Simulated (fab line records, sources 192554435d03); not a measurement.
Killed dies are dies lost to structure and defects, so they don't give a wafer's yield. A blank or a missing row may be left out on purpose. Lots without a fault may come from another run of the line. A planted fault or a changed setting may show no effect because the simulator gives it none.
fab line records | flow n5_finfet
record lots=7 wafers=18 last_day=18
route steps=1938 shown MOL_CONTACT_COAG@604 BEOL_M4@1111 PASSIVATION@1936
lots that met no fault: from a run of the same line without faults
start_h: hours from the record's first day to the start of the lot's first wafer shown | wait_h: hours since the lot's step before | " the same as in the row above | L1.1+2: a row that stands for several wafers | - no value, or no start given | * or withheld: withheld | < > ~ a bound
route shown NAME@n: a module of which the file shows steps, and the number in the route of the first | usual: mean/standard deviation of fault-free wafers | same: alike in all rows | chamber/n: place in a boat | sites: the reading at each site | _std_site: their standard deviation | _edge_site: outer sites' mean less inner sites' | radius_mm: how far each site lies from the wafer's centre | mask NAME#n: copy n | behind: the tool/chamber that last shaped the wafer | hold: why the lot was held/for how many hours/how that ended | device: the transistor (n, p or np) that didn't switch | end of line: the same wafers' tests at the end of the route | a step without rows: its recipe alone | killed: dies lost to structure and defects at the first sort, not the wafer's yield | map: a wafer's dies, x killed, . not, _ none there
set.NAME: the setting as run; set.NAME@STEP: as run at that earlier step | model.NAME: the simulator's own value behind a step, which no gauge read
lots at some steps of the route; a table a step, a row a wafer
services: from which hour (start_h, from the record's first day; less than 0 if before it) a tool's chamber was out of use, for how many hours, and why
## steps
# step N5_MOL_CONTACT_COAG_INSPECT_42
# recipe mode=adi inspect_instrument=brightfield
# usual raw_defect_count=209/56
# columns lot.wafer tool chamber start_h wait_h raw_defect_count
L632.1 defect_inspect-01 - 130.87 0.1 300
L632.4 " - " " 244
L632.5 " - " " 289
L638.1 defect_inspect-01 - 162.43 0.1 155
L638.3 " - " " 175
L638.5 " - " " 166
L639.1 defect_inspect-02 - 168.88 0.1 157
L639.2 " - " " 113
L639.4 " - " " 184
L642.3 defect_inspect-01 - 187.33 0.0 295
L642.5 " - " " 192
L642.6 " - " " 228
L643.2 defect_inspect-01 - 191.51 0.0 198
L643.4 " - " " 222
L644.3 defect_inspect-01 - 195.12 0.0 144
L644.5 " - " " 126
L645.4 defect_inspect-01 - 204.32 0.0 271
L645.5 " - " " 223
# step N5_MOL_CONTACT_COAG_DESCUM_45
# recipe chemistry=O2 time_s=7 source_power_w=50 bias_power_w=20 pressure_mtorr=20 rf_frequency_hz=2.712e+07 temp_c=40 resist=CAR-EUV o2_flow_sccm=225
# usual drypump_motor_current_A=5.6/0.44 oes_product_au=0.80/0.098 rf_vpp_V=243.3/1.3 showerhead_plenum_p_Torr=2.11/0.069 throttle_valve_pct=20.46/0.22
# columns lot.wafer tool chamber start_h wait_h drypump_motor_current_A oes_product_au rf_hours_counter_h rf_vpp_V showerhead_plenum_p_Torr throttle_valve_pct
L632.1 rie_diel-04 1 130.90 0.0 5.7 0.78 165 244.6 2.06 20.36
L632.4 " 2 " " 6.2 0.70 - 240.9 1.98 20.59
L632.5 " 0 " " 5.8 0.70 - 244.1 2.17 20.37
L638.1 rie_diel-02 0 162.46 0.0 6.3 0.83 74 243.7 2.13 20.80
L638.3 " 1 " " 5.4 0.71 240 241.1 2.07 20.78
L638.5 " 0 " " 6.3 0.83 - 243.8 2.13 20.79
L639.1 rie_diel-04 0 168.91 0.0 5.8 0.69 210 241.9 2.17 20.41
L639.2 " 3 " " 6.0 0.93 16 243.4 2.14 20.44
L639.4 " 2 " " 6.2 1.01 1 245.6 2.24 20.24
L642.3 rie_diel-04 1 187.36 0.0 5.7 0.76 181 241.9 2.06 20.37
L642.5 " 1 " " 5.7 0.76 - 241.3 2.06 20.37
L642.6 " 2 " " 6.2 0.96 - 244.8 2.24 20.26
L643.2 rie_diel-02 0 191.74 0.2 6.3 0.82 83 243.3 2.13 20.81
L643.4 " 3 " " 5.7 0.93 - 244.0 2.08 20.33
L644.3 rie_diel-03 1 195.15 0.0 5.8 0.67 227 242.1 2.06 20.17
L644.5 " 3 " " 4.8 0.94 - 245.5 2.21 20.04
L645.4 rie_diel-03 3 204.35 0.0 4.9 0.93 16 245.4 2.21 20.03
L645.5 " 1 " " 5.8 0.67 - 243.0 2.05 20.20
# step N5_MOL_CONTACT_COAG_ETCH_65
# recipe chemistry=N2/H2 target=underlayer target_depth_a=130 mask_material=CAR-EUV time_s=10.4 ion_energy_ev=200 pressure_mtorr=30 source_w=840 bias_w=150 n2_flow_sccm=200 h2_flow_sccm=200 ends=cleared
# usual drypump_motor_current_A=5.6/0.44 etch_rf_on_time_s=10.4/0.53 oes_product_au=0.69/0.086 rf_vpp_V=524.5/2.5 showerhead_plenum_p_Torr=2.56/0.083 throttle_valve_pct=17.76/0.24
# columns lot.wafer tool chamber start_h wait_h drypump_motor_current_A etch_rf_on_time_s oes_product_au rf_hours_counter_h rf_vpp_V showerhead_plenum_p_Torr throttle_valve_pct
L632.1 rie_diel-04 1 130.94 0.0 5.7 10.0 0.66 165 523.7 2.55 18.02
L632.4 " 2 " " 6.2 10.8 0.58 - 518.4 2.39 17.99
L632.5 " 0 " " 5.8 10.5 0.60 - 526.5 2.66 17.96
L638.1 rie_diel-02 0 162.49 0.0 6.3 10.1 0.72 74 525.5 2.55 17.80
L638.3 " 1 " " 5.5 10.9 0.59 240 525.1 2.52 18.31
L638.5 " 0 " " 6.3 10.1 0.73 - 524.1 2.55 17.79
L639.1 rie_diel-04 0 168.95 0.0 5.8 10.6 0.59 210 524.4 2.65 17.98
L639.2 " 3 " " 6.0 10.6 0.78 16 525.2 2.62 17.83
L639.4 " 2 " " 6.2 10.5 0.83 1 527.8 2.71 17.56
L642.3 rie_diel-04 1 187.39 0.0 5.7 10.0 0.65 181 523.0 2.54 18.03
L642.5 " 1 " " 5.7 10.0 0.65 - 521.8 2.54 18.04
L642.6 " 2 " " 6.2 10.5 0.81 - 528.6 2.71 17.62
L643.2 rie_diel-02 0 191.77 0.0 6.3 10.0 0.71 83 524.7 2.54 17.81
L643.4 " 3 " " 5.7 10.2 0.81 - 525.0 2.47 17.31
L644.3 rie_diel-03 1 195.19 0.0 5.8 11.8 0.55 227 521.4 2.51 17.71
L644.5 " 3 " " 4.9 10.3 0.79 - 528.6 2.71 17.58
L645.4 rie_diel-03 3 204.39 0.0 4.9 10.4 0.79 16 529.5 2.71 17.63
L645.5 " 1 " " 5.8 11.8 0.55 - 521.7 2.50 17.69
# step N5_MOL_CONTACT_COAG_ETCH_66
# recipe chemistry=CF4 target=SiARC target_depth_a=130 mask_material=CAR-EUV time_s=21.7 ion_energy_ev=80 pressure_mtorr=40 source_w=545 bias_w=36 Ar_flow_sccm=100 cf4_flow_sccm=100 ends=cleared
# usual drypump_motor_current_A=5.6/0.44 etch_rf_on_time_s=21.7/0.97 oes_product_au=0.68/0.084 rf_vpp_V=184.1/1.1 showerhead_plenum_p_Torr=2.15/0.059 throttle_valve_pct=15.58/0.22
# columns lot.wafer tool chamber start_h wait_h drypump_motor_current_A etch_rf_on_time_s oes_product_au rf_hours_counter_h rf_vpp_V showerhead_plenum_p_Torr throttle_valve_pct
L632.1 rie_diel-04 1 130.96 0.0 5.7 20.9 0.66 165 182.8 2.13 15.71
L632.4 " 2 " " 6.2 22.5 0.58 - 183.3 2.02 15.79
L632.5 " 0 " " 5.8 21.9 0.61 - 184.4 2.21 15.58
L638.1 rie_diel-02 0 162.51 0.0 6.3 20.9 0.73 74 184.7 2.17 15.83
L638.3 " 1 " " 5.5 22.4 0.58 240 184.0 2.12 15.96
L638.5 " 0 " " 6.3 20.8 0.72 - 184.5 2.17 15.84
L639.1 rie_diel-04 0 168.97 0.0 5.8 21.7 0.60 210 184.5 2.20 15.58
L639.2 " 3 " " 6.0 22.1 0.78 16 185.6 2.17 15.46
L639.4 " 2 " " 6.2 21.6 0.83 1 186.2 2.28 15.31
L642.3 rie_diel-04 1 187.41 0.0 5.7 21.1 0.65 181 185.2 2.13 15.73
L642.5 " 1 " " 5.7 21.1 0.65 - 184.6 2.13 15.73
L642.6 " 2 " " 6.2 21.8 0.82 - 184.9 2.27 15.32
L643.2 rie_diel-02 0 191.79 0.0 6.3 20.8 0.71 83 184.0 2.17 15.82
L643.4 " 3 " " 5.7 21.2 0.82 - 183.3 2.10 15.29
L644.3 rie_diel-03 1 195.20 0.0 5.8 24.5 0.55 227 183.7 2.11 15.49
L644.5 " 3 " " 4.8 22.1 0.78 - 184.3 2.27 15.37
L645.4 rie_diel-03 3 204.41 0.0 4.8 21.7 0.78 16 184.7 2.27 15.38
L645.5 " 1 " " 5.8 24.3 0.56 - 182.8 2.11 15.48
# step N5_MOL_CONTACT_COAG_ALD_133
# recipe material=SiO2 target_thk_a=50 temp_c=100 ald_precursor_family=BDEAS ald_co_reactant=O2-plasma pulse_time_s=1 co_reactant_pulse_time_s=1 purge_time_s=2 co_reactant_purge_time_s=2 ald_cycles=35 pressure_torr=2
# step N5_MOL_CONTACT_COAG_ETCHBACK_134
# recipe chemistry=CHF3 target=SiO2 target_depth_a=100 time_s=6.7 ion_energy_ev=200 pressure_mtorr=30 source_w=610 bias_w=170 Ar_flow_sccm=200 CHF3_flow_sccm=50
# step N5_MOL_CONTACT_COAG_ETCH_67
# recipe chemistry=N2/H2 target=SOC target_depth_a=600 overetch_a=210 mask_material=SiARC temp_c=40 time_s=101.2 ion_energy_ev=200 pressure_mtorr=30 source_w=840 bias_w=150 n2_flow_sccm=200 h2_flow_sccm=200
# usual drypump_motor_current_A=5.6/0.47 oes_product_au=0.66/0.075 rf_vpp_V=524.4/2.7 showerhead_plenum_p_Torr=2.56/0.096 throttle_valve_pct=17.77/0.21
# columns lot.wafer tool chamber start_h wait_h drypump_motor_current_A oes_product_au rf_hours_counter_h rf_vpp_V showerhead_plenum_p_Torr throttle_valve_pct
L632.1 rie_diel-03 0 131.44 0.0 5.0 0.74 24 525.5 2.57 17.46
L632.4 " 2 " " 5.2 0.61 164 521.3 2.42 17.87
L632.5 " 0 " " 5.0 0.73 - 524.8 2.57 17.48
L638.1 rie_diel-03 0 162.95 0.0 5.0 0.71 37 524.2 2.56 17.49
L638.3 " 1 " " 5.8 0.59 217 522.7 2.51 17.68
L638.5 " 1 " " 5.8 0.59 - 523.0 2.51 17.66
L639.1 rie_diel-03 2 169.26 0.0 5.2 0.60 180 521.0 2.41 17.89
L639.2 " 3 " " 4.8 0.80 4 529.7 2.71 17.56
L639.4 " 0 " " 5.0 0.72 39 524.6 2.56 17.52
L642.3 rie_diel-04 1 187.71 0.0 5.7 0.62 181 523.5 2.54 18.01
L642.5 " 2 " " 6.2 0.79 - 529.1 2.71 17.56
L642.6 " 3 " " 6.0 0.76 - 525.8 2.61 17.80
L643.2 rie_diel-03 1 192.76 0.0 5.8 0.58 226 522.9 2.51 17.69
L643.4 " 2 " " 5.3 0.61 187 521.6 2.41 17.90
L644.3 rie_diel-03 1 195.50 0.0 5.8 0.59 227 523.6 2.51 17.68
L644.5 " 0 " " 5.0 0.71 - 524.8 2.56 17.52
L645.4 rie_diel-03 3 205.86 0.0 4.8 0.77 17 528.9 2.71 17.59
L645.5 " 0 " " 5.0 0.70 - 526.3 2.56 17.52
# step N5_MOL_CONTACT_COAG_STRIP_68
# recipe chemistry=N2/H2 temp_c=40 n2_flow_sccm=200 h2_flow_sccm=200 rf_frequency_hz=6e+07
# step N5_MOL_CONTACT_COAG_STRIP_69
# recipe chemistry=N2/H2 temp_c=40 n2_flow_sccm=200 h2_flow_sccm=200 rf_frequency_hz=6e+07
# step N5_MOL_CONTACT_COAG_ETCHBACK_136
# recipe chemistry=CHF3 target=SiO2 target_depth_a=250 time_s=16.7 ion_energy_ev=200 pressure_mtorr=30 source_w=610 bias_w=170 Ar_flow_sccm=200 CHF3_flow_sccm=50
# usual drypump_motor_current_A=5.6/0.47 oes_ar_750_au=0.79/0.089 oes_product_au=0.79/0.097 rf_vpp_V=527/14 showerhead_plenum_p_Torr=2.40/0.082 throttle_valve_pct=18.72/0.21
# columns lot.wafer tool chamber start_h wait_h drypump_motor_current_A oes_ar_750_au oes_product_au rf_hours_counter_h rf_vpp_V showerhead_plenum_p_Torr throttle_valve_pct
L632.1 rie_diel-03 0 131.53 0.0 5.0 0.90 0.88 24 533 2.42 18.63
L632.4 " 2 " " 5.2 0.74 0.75 164 527 2.29 19.00
L632.5 " 0 " " 5.0 0.88 0.88 - 533 2.42 18.61
L638.1 rie_diel-03 0 163.04 0.0 5.0 0.86 0.87 37 533 2.41 18.65
L638.3 " 1 " " 5.8 0.68 0.68 217 519 2.34 18.51
L638.5 " 1 " " 5.8 0.68 0.68 - 519 2.34 18.50
L639.1 rie_diel-03 2 169.35 0.0 5.2 0.73 0.74 180 527 2.28 19.02
L639.2 " 3 " " 4.9 0.93 0.97 4 554 2.54 18.51
L639.4 " 0 " " 5.0 0.87 0.86 39 533 2.41 18.65
L642.3 rie_diel-04 1 187.80 0.0 5.7 0.75 0.76 181 523 2.39 18.98
L642.5 " 2 " " 6.2 0.93 0.96 - 522 2.53 18.52
L642.6 " 3 " " 6.0 0.89 0.91 - 548 2.41 18.62
L643.2 rie_diel-03 1 192.85 0.0 5.8 0.68 0.67 226 518 2.34 18.51
L643.4 " 2 " " 5.2 0.71 0.73 187 527 2.28 19.04
L644.3 rie_diel-03 1 195.59 0.0 5.8 0.68 0.67 227 519 2.34 18.50
L644.5 " 0 " " 5.0 0.85 0.84 - 534 2.41 18.66
L645.4 rie_diel-03 3 205.95 0.0 4.9 0.89 0.92 17 554 2.53 18.53
L645.5 " 0 " " 5.0 0.85 0.85 - 533 2.41 18.66
# step N5_MOL_CONTACT_COAG_STRIP_120
# recipe chemistry=CHF3 resist=SiARC rf_frequency_hz=6e+07
# step N5_MOL_CONTACT_COAG_VIA_ETCH_117
# recipe chemistry=C4F6/O2 target_depth_a=400 overetch_a=80 mask_material=SOC target=SiO2 bias_w=455 pressure_mtorr=10 time_s=26 source_w=325 Ar_flow_sccm=300 C4F6_flow_sccm=10 O2_flow_sccm=10 ion_energy_ev=575.3 ends=end_point
# step N5_MOL_CONTACT_COAG_ETCH_124
# recipe chemistry=CH3F/O2 target=SiNx target_depth_a=65 mask_material=SOC stop_on=SiOC over_etch_frac=0.3 ion_energy_ev=120 pressure_mtorr=30 source_w=395 bias_w=73 Ar_flow_sccm=150 CH3F_flow_sccm=30 O2_flow_sccm=20 ends=end_point
# usual drypump_motor_current_A=5.6/0.47 oes_ar_750_au=0.79/0.09 oes_product_au=0.67/0.076 over_etch_frac=0.3/0 rf_vpp_V=299/7.6 showerhead_plenum_p_Torr=2.02/0.072 throttle_valve_pct=16.32/0.21
# columns lot.wafer tool chamber start_h wait_h drypump_motor_current_A oes_ar_750_au oes_product_au over_etch_frac rf_hours_counter_h rf_vpp_V showerhead_plenum_p_Torr throttle_valve_pct
L632.1 rie_diel-03 0 131.59 0.0 5.0 0.90 0.76 0.3 24 301 2.03 16.13
L632.4 " 2 " " 5.2 0.74 0.64 0.3 164 299 1.92 16.59
L632.5 " 0 " " 5.0 0.90 0.75 0.3 - 302 2.03 16.13
L638.1 rie_diel-03 0 163.10 0.0 5.0 0.88 0.73 0.3 37 303 2.02 16.17
L638.3 " 1 " " 5.8 0.68 0.61 0.3 217 294 1.97 16.18
L638.5 " 1 " " 5.8 0.68 0.60 0.3 - 294 1.97 16.16
L639.1 rie_diel-03 2 169.41 0.0 5.2 0.73 0.62 0.3 180 299 1.91 16.60
L639.2 " 3 " " 4.9 0.94 0.81 0.3 4 315 2.14 16.07
L639.4 " 0 " " 5.0 0.87 0.73 0.3 39 302 2.02 16.16
L642.3 rie_diel-04 1 187.86 0.0 5.7 0.75 0.64 0.3 181 296 2.00 16.55
L642.5 " 2 " " 6.2 0.94 0.82 0.3 - 297 2.14 16.12
L642.6 " 3 " " 6.0 0.89 0.79 0.3 - 310 2.03 16.20
L643.2 rie_diel-03 1 192.92 0.0 5.8 0.67 0.60 0.3 226 292 1.97 16.19
L643.4 " 2 " " 5.2 0.72 0.58 0.45692 187 299 1.91 16.63
L644.3 rie_diel-03 1 195.65 0.0 5.8 0.67 0.56 0.45692 227 295 1.97 16.19
L644.5 " 0 " " 5.0 0.86 0.72 0.3 - 302 2.02 16.19
L645.4 rie_diel-03 3 206.01 0.0 4.8 0.89 0.74 0.45692 17 315 2.13 16.09
L645.5 " 0 " " 5.0 0.86 0.72 0.3 - 301 2.02 16.20
# step N5_MOL_CONTACT_COAG_ETCH_48
# recipe chemistry=C4F6/O2 target_depth_a=150 overetch_a=45 mask_material=SOC target=SiOC bias_w=465 pressure_mtorr=10 time_s=17 source_w=335 Ar_flow_sccm=300 C4F6_flow_sccm=10 O2_flow_sccm=10 ion_energy_ev=576
# step N5_BEOL_M4_RC_MEAS_101
# usual DIBL_N=36.4/2.2 DIBL_P=36.3/2.5 IOFF_N=0.17/0.052 IOFF_P=0.23/0.049 ION_N=674/17 ION_P=464/11 SS_N=71.7/0.98 SS_P=73.3/0.84 VT_N=250/4 VT_P=-249/3.8
# columns lot.wafer tool chamber start_h wait_h DIBL_N[mV/V] DIBL_P[mV/V] IOFF_N[nA/um] IOFF_P[nA/um] ION_N[uA/um] ION_P[uA/um] SS_N[mV/dec] SS_P[mV/dec] VT_N[mV] VT_P[mV]
L632.1 prober-01 0 233.16 0.0 37.4 37.8 0.19 0.29 702 488 71.6 74.1 246 -241
L632.4 " 0 " " 36.0 36.3 0.18 0.27 684 475 71.2 73.3 244 -242
L632.5 " 0 " " 35.0 33.9 0.15 0.22 674 473 70.8 72.2 249 -242
L638.1 prober-02 0 271.98 0.0 37.8 39.6 0.17 0.27 670 464 72.3 74.1 250 -248
L638.3 " 0 " " 37.4 38.4 0.17 0.23 690 471 72.0 74.0 249 -252
L638.5 " 0 " " 37.0 37.8 0.16 0.23 670 458 72.0 73.0 253 -249
L639.1 prober-01 0 275.56 0.0 33.8 34.0 0.10 0.15 647 449 70.9 72.5 258 -252
L639.2 " 0 " " 33.4 33.4 0.11 0.15 665 460 70.4 72.0 254 -256
L639.4 " 0 " " 37.0 39.1 0.19 0.25 695 476 71.6 73.7 245 -249
L642.3 prober-01 0 277.69 0.3 35.4 33.1 0.13 0.17 654 454 70.7 72.1 252 -253
L642.5 " 0 " " 35.4 33.7 0.14 0.19 665 460 70.8 72.8 250 -253
L642.6 " 0 " " 36.3 35.6 0.15 0.21 671 461 71.3 73.2 251 -250
L645.4 prober-02 0 299.02 0.5 34.4 33.7 0.11 0.16 659 450 71.2 72.5 253 -254
L645.5 " 0 " " 39.2 39.3 0.22 0.25 688 462 72.3 74.1 243 -251
L643.2 prober-02 0 304.33 0.2 35.8 35.8 0.15 0.19 653 452 71.7 73.4 253 -252
L643.4 " 0 " " 34.8 35.6 0.15 0.21 685 466 71.1 72.6 250 -250
L644.3 prober-01 0 322.15 0.3 34.0 33.9 0.12 0.18 669 465 70.6 73.1 255 -248
L644.5 " 0 " " 34.6 34.0 0.13 0.17 677 464 70.9 73.3 253 -250
# step N5_PASSIVATION_PROBE_49
# usual defect_limited_yield=91.2/1.4 killed_at_M0_to_M3=34/9.3 killed_at_M4_up=14/5.9 killed_at_contacts=14/5.7 killed_at_front_end=38/10 killed_at_other=4/3.2 killed_dies=104/17 killed_open=67/13 killed_short=33/6.9 sort_bin_5_function=5.2/1 sort_bin_6_memory=3.3/0.61 sort_n_pass=1069/52 sort_yield_pct=91/4.4
# same gross_dies=1180 killed_at_back_side=0 sort_bin_4_leakage[%]=0 sort_bin_8_speed[%]=0
# columns lot.wafer tool chamber start_h wait_h defect_limited_yield[%] killed_at_M0_to_M3 killed_at_M4_up killed_at_contacts killed_at_front_end killed_at_other killed_dies killed_open killed_short sort_bin_5_function[%] sort_bin_6_memory[%] sort_n_pass sort_yield_pct[%]
L632.1 prober-01 - 332.15 0.0 91.0 40 11 13 42 0 106 62 36 4.8 3.4 1074 91
L632.4 prober-01 - 332.30 0.2 92.5 36 10 17 25 1 89 57 29 4.4 2.9 1091 92
L632.5 prober-01 - 332.35 0.2 92.5 26 18 14 28 3 89 51 33 4.6 2.7 1091 92
L638.1 prober-01 - 376.23 0.0 89.1 49 31 12 34 3 129 92 33 7.3 3.5 1051 89
L638.3 prober-01 - 376.33 0.1 90.4 31 32 14 36 0 113 83 24 5.5 3.9 1067 90
L638.5 prober-01 - 376.43 0.2 91.6 22 15 11 47 4 99 66 22 5.3 3.1 1081 92
L639.1 prober-02 - 385.13 0.0 93.1 31 10 10 28 3 82 59 22 3.8 3.0 1098 93
L639.2 prober-02 - 385.18 0.1 92.6 30 12 15 26 4 87 42 39 4.8 2.4 1093 93
L639.4 prober-02 - 385.28 0.2 93.7 26 9 11 23 5 74 48 21 3.6 2.5 1106 94
L642.3 prober-01 - 392.31 0.1 88.3 23 28 20 62 5 138 91 41 7.1 4.2 1042 88
L642.5 prober-01 - 392.41 0.2 89.0 45 13 20 39 13 130 84 36 6.4 4.4 1050 89
L642.6 prober-01 - 392.46 0.3 86.7 46 17 17 70 7 157 100 48 6.9 6.2 1023 87
L645.4 prober-01 - 408.83 0.2 90.3 50 11 8 41 5 115 65 44 5.1 4.3 1065 90
L645.5 prober-01 - 408.88 0.2 91.5 24 10 17 42 7 100 57 37 4.7 3.2 1080 92
L643.2 prober-02 - 416.78 0.1 89.9 55 6 23 30 5 119 56 45 6.0 3.6 1061 90
L643.4 prober-02 - 416.88 0.2 91.6 49 12 12 23 3 99 66 29 5.7 2.5 1081 92
L644.3 prober-02 - 428.46 0.1 88.9 38 2 15 69 7 131 83 40 7.5 3.5 1049 89
L644.5 prober-02 - 428.56 0.2 90.3 31 7 8 64 4 114 75 37 5.3 3.9 1066 90
# killed by level:class
L632.1 STI_FIN_REVEAL:geometric_particle:open=15 BEOL_M0_SAQP:geometric_particle:open=10 MOL_CONTACT_COAG:geometric_particle:open=8 STI_FIN_REVEAL:geometric_particle:short=5 BEOL_M0_SAQP:geometric_particle:short=5 BEOL_M3:geometric_particle:open=5 FIN_SAQP:geometric_particle:short=4 ILD0:geometric_particle:short=4
L632.4 MOL_CONTACT_COAG:geometric_particle:open=14 STI_FIN_REVEAL:geometric_particle:open=6 BEOL_M2:geometric_particle:open=6 BEOL_M3:geometric_particle:open=6 STARTING-WAFER:geometric_particle:short=6 BEOL_M0_SAQP:geometric_particle:open=5 BEOL_M3:geometric_particle:short=5 DUMMY_GATE:geometric_particle:open=4
L632.5 MOL_CONTACT_COAG:geometric_particle:open=11 STI_FIN_REVEAL:geometric_particle:open=6 BEOL_M6:geometric_particle:open=6 BEOL_M0_SAQP:geometric_particle:short=5 GATE_CUT:geometric_particle:short=4 BEOL_M5:geometric_particle:open=4 BEOL_M0_SAQP:geometric_particle:open=4 BEOL_M1:geometric_particle:short=4
L638.1 BEOL_M2:geometric_particle:open=22 BEOL_M4:geometric_particle:open=16 BEOL_M0_SAQP:geometric_particle:open=13 ILD0:geometric_particle:open=8 MOL_CONTACT_COAG:geometric_particle:open=7 BEOL_M0_SAQP:geometric_particle:short=6 BEOL_M2:geometric_particle:short=6 FIN_SAQP:geometric_particle:open=5
L638.3 BEOL_M4:geometric_particle:open=16 BEOL_M2:geometric_particle:open=16 STI_FIN_REVEAL:geometric_particle:open=8 DUMMY_GATE:geometric_particle:open=7 MOL_CONTACT_COAG:geometric_particle:open=7 FIN_SAQP:geometric_particle:open=6 MOL_CONTACT_COAG:geometric_particle:short=5 ILD0:geometric_particle:short=4
L638.5 FIN_SAQP:geometric_particle:open=23 BEOL_M2:geometric_particle:open=11 MOL_CONTACT_COAG:geometric_particle:open=8 FIN_SAQP:geometric_particle:short=7 GATE_CUT:geometric_particle:short=4 BEOL_M3:geometric_particle:open=4 BEOL_M4:geometric_particle:open=4 STI_FIN_REVEAL:geometric_particle:open=3
L639.1 BEOL_M3:geometric_particle:open=11 MOL_CONTACT_COAG:geometric_particle:open=9 BEOL_M2:geometric_particle:open=9 FIN_SAQP:geometric_particle:open=6 STARTING-WAFER:geometric_particle:short=5 DUMMY_GATE:geometric_particle:open=4 BEOL_M5:geometric_particle:open=4 BEOL_M0_SAQP:geometric_particle:open=3
L639.2 MOL_CONTACT_COAG:geometric_particle:open=9 BEOL_M0_SAQP:geometric_particle:short=8 FIN_SAQP:geometric_particle:short=6 GATE_CUT:geometric_particle:short=6 MOL_CONTACT_COAG:geometric_particle:short=6 BEOL_M0_SAQP:geometric_particle:open=6 BEOL_M1:geometric_particle:open=6 FIN_SAQP:geometric_particle:open=4
L639.4 MOL_CONTACT_COAG:geometric_particle:open=10 BEOL_M2:geometric_particle:open=7 FIN_SAQP:geometric_particle:open=6 BEOL_M0_SAQP:geometric_particle:open=6 BEOL_M0_SAQP:geometric_particle:short=5 PAD_METAL:geometric_particle:open=4 FIN_SAQP:geometric_particle:short=3 STI_FIN_REVEAL:geometric_particle:open=3
L642.3 STI_FIN_REVEAL:geometric_particle:open=18 MOL_CONTACT_COAG:geometric_particle:open=17 BEOL_M4:geometric_particle:open=13 FIN_SAQP:geometric_particle:short=7 FIN_SAQP:geometric_particle:open=7 ILD0:geometric_particle:short=7 ILD0:geometric_particle:open=6 STI_FIN_REVEAL:geometric_particle:short=5
L642.5 MOL_CONTACT_COAG:geometric_particle:open=15 STI_FIN_REVEAL:geometric_particle:open=10 BEOL_M0_SAQP:geometric_particle:open=10 BEOL_M1:geometric_particle:open=9 PASSIVATION:area_etch=9 BEOL_M3:geometric_particle:open=8 STI_FIN_REVEAL:geometric_particle:short=7 BEOL_M0_SAQP:geometric_particle:short=7
L642.6 STI_FIN_REVEAL:geometric_particle:open=21 FIN_SAQP:geometric_particle:open=14 FIN_SAQP:geometric_particle:short=12 BEOL_M1:geometric_particle:open=10 BEOL_M3:geometric_particle:open=10 MOL_CONTACT_COAG:geometric_particle:open=9 BEOL_M0_SAQP:geometric_particle:short=9 MOL_CONTACT_COAG:geometric_particle:short=8
L645.4 BEOL_M0_SAQP:geometric_particle:short=20 BEOL_M0_SAQP:geometric_particle:open=11 BEOL_M3:geometric_particle:open=10 DUMMY_GATE:geometric_particle:open=9 FIN_SAQP:geometric_particle:open=5 MOL_CONTACT_COAG:geometric_particle:open=5 FIN_SAQP:geometric_particle:short=4 STI_FIN_REVEAL:geometric_particle:open=4
L645.5 MOL_CONTACT_COAG:geometric_particle:open=16 BEOL_M0_SAQP:geometric_particle:short=11 STI_FIN_REVEAL:geometric_particle:open=7 BEOL_M0_SAQP:geometric_particle:open=5 GATE_CUT:geometric_particle:short=4 BEOL_M5:geometric_particle:open=4 STARTING-WAFER:geometric_particle:short=4 STARTING-WAFER:geometric_particle:open=4
L643.2 BEOL_M1:geometric_particle:open=20 MOL_CONTACT_COAG:area_etch=15 GATE_CUT:geometric_particle:short=8 BEOL_M0_SAQP:geometric_particle:short=8 BEOL_M2:geometric_particle:open=6 MOL_CONTACT_COAG:geometric_particle:open=5 BEOL_M3:geometric_particle:open=5 FIN_SAQP:geometric_particle:short=4
L643.4 BEOL_M2:geometric_particle:open=12 MOL_CONTACT_COAG:geometric_particle:open=11 BEOL_M0_SAQP:geometric_particle:short=9 STI_FIN_REVEAL:geometric_particle:open=8 BEOL_M3:geometric_particle:open=8 BEOL_M0_SAQP:geometric_particle:open=7 BEOL_M1:geometric_particle:open=5 FIN_SAQP:geometric_particle:open=4
L644.3 STI_FIN_REVEAL:geometric_particle:open=26 BEOL_M0_SAQP:geometric_particle:short=12 BEOL_M0_SAQP:geometric_particle:open=10 FIN_SAQP:geometric_particle:open=8 BEOL_M2:geometric_particle:open=8 MOL_CONTACT_COAG:geometric_particle:open=7 MOL_CONTACT_COAG:area_etch=6 GATE_CUT:geometric_particle:open=5
L644.5 STI_FIN_REVEAL:geometric_particle:open=19 FIN_SAQP:geometric_particle:short=9 STI_FIN_REVEAL:geometric_particle:short=8 BEOL_M1:geometric_particle:open=8 BEOL_M2:geometric_particle:open=8 FIN_SAQP:geometric_particle:open=6 MOL_CONTACT_COAG:geometric_particle:open=5 BEOL_M0_SAQP:geometric_particle:short=4
## services
# columns tool chamber start_h hours kind
rie_diel-04 3 118.34 - clean
rie_diel-04 3 118.34 - consumable_replace:focus_ring
rie_diel-04 3 118.34 17.5 scheduled_down
rie_diel-04 3 118.34 17.5 vent_cycle
rie_diel-03 3 134.34 - clean
rie_diel-03 3 134.34 - consumable_replace:focus_ring
rie_diel-03 3 134.34 - consumable_replace:showerhead
rie_diel-03 3 134.34 23.1 scheduled_down
rie_diel-03 3 134.34 23.1 vent_cycle
rie_diel-04 2 135.83 - clean
rie_diel-04 2 135.83 - consumable_replace:focus_ring
rie_diel-04 2 135.83 - consumable_replace:showerhead
rie_diel-04 2 135.83 27.6 scheduled_down
rie_diel-04 2 135.83 27.6 vent_cycle
rie_diel-02 3 140.88 - clean
rie_diel-02 3 140.88 - consumable_replace:focus_ring
rie_diel-02 3 140.88 17.4 scheduled_down
rie_diel-02 3 140.88 17.4 vent_cycle
rie_diel-04 0 148.13 4.3 repair
rie_diel-02 1 191.74 - clean
rie_diel-02 1 191.74 - consumable_replace:focus_ring
rie_diel-02 1 191.74 22.8 scheduled_down
rie_diel-02 1 191.74 22.8 vent_cycle
rie_diel-03 0 201.11 2.7 repair
## key
first_sign step=N5_MOL_CONTACT_COAG_ETCH_124 reading=over_etch_frac direction=up sigmas=99+ usual=0.3 struck=0.45692
effect none on later readings
met_at N5_MOL_CONTACT_COAG_ETCH_124
struck_wafers L643.4,L644.3,L645.4
baseline_loss step=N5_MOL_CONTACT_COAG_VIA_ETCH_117 wafers=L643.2
onset_between 169.41 192.92
fault kind=process_parameter_drift tool=rie_diel-03 chamber=- onset_h=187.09 steps=N5_MOL_CONTACT_COAG_ETCH_124 channel=over_etch_frac offset=0.15692 shape=step end_h=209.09 scope=struck_wafers_only acts_in=these_recipes_only stated=0.3
# baseline_loss: these wafers lose ten dies or more at that step, a loss of the line's own and not of a fault; the sort's usual values leave them out
